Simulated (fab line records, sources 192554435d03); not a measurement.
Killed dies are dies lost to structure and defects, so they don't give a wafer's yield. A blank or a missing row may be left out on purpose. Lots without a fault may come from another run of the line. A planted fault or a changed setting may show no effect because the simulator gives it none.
Chamber matching | flow n5_finfet | N5_BEOL_M5_ETCH_72 on rie_diel-01: 4 sister chambers
The step etches underlayer in N2/H2, target depth 6.5 nm, time 5.2 s. 8 wafers are shown with their chamber, then 8 later ones without.

WAFERS WITH THEIR CHAMBER
wafer  | chamber | showerhead_plenum_p_Torr (Torr) | drypump_motor_current_A (A)
L080.2 | 3       | 2.43                            | 6.5
L080.6 | 1       | 2.53                            | 6.1
L084.1 | 3       | 2.43                            | 6.4
L084.6 | 2       | 2.64                            | 5.5
L085.2 | 0       | 2.53                            | 5.7
L085.3 | 1       | 2.52                            | 6.1
L085.6 | 2       | 2.64                            | 5.5
L086.2 | 0       | 2.53                            | 5.8

WAFERS WITHOUT THEIR CHAMBER
wafer  | showerhead_plenum_p_Torr (Torr) | drypump_motor_current_A (A)
L086.3 | 2.52                            | 6.1
L086.4 | 2.64                            | 5.5
L087.1 | 2.63                            | 5.5
L087.2 | 2.42                            | 6.5
L087.3 | 2.52                            | 6.0
L087.4 | 2.53                            | 5.8
L087.5 | 2.63                            | 5.5
L087.6 | 2.52                            | 6.0

WHICH CHAMBER EACH WENT THROUGH
wafer  | from the rows above | in truth
L086.3 | 1                   | 1
L086.4 | 2                   | 2
L087.1 | 2                   | 2
L087.2 | 3                   | 3
L087.3 | 1                   | 1
L087.4 | 0                   | 0
L087.5 | 2                   | 2
L087.6 | 1                   | 1
Placed correctly: 8 of 8. Can't be placed from these rows: 0. Placed wrongly: 0.
How it was worked out, from the rows above alone: a wafer's distance from a chamber is the root of the sum, over the readings, of the square of ((its reading less the chamber's mean) divided by the reading's scatter). The wafer belongs to the nearest chamber; if the next one is less than 2 further off, it can't be placed. A chamber's mean is the mean of its shown wafers. The scatter: the root of (the sum of the squares of (reading less its chamber's mean) over the shown wafers, divided by (wafers less chambers)).
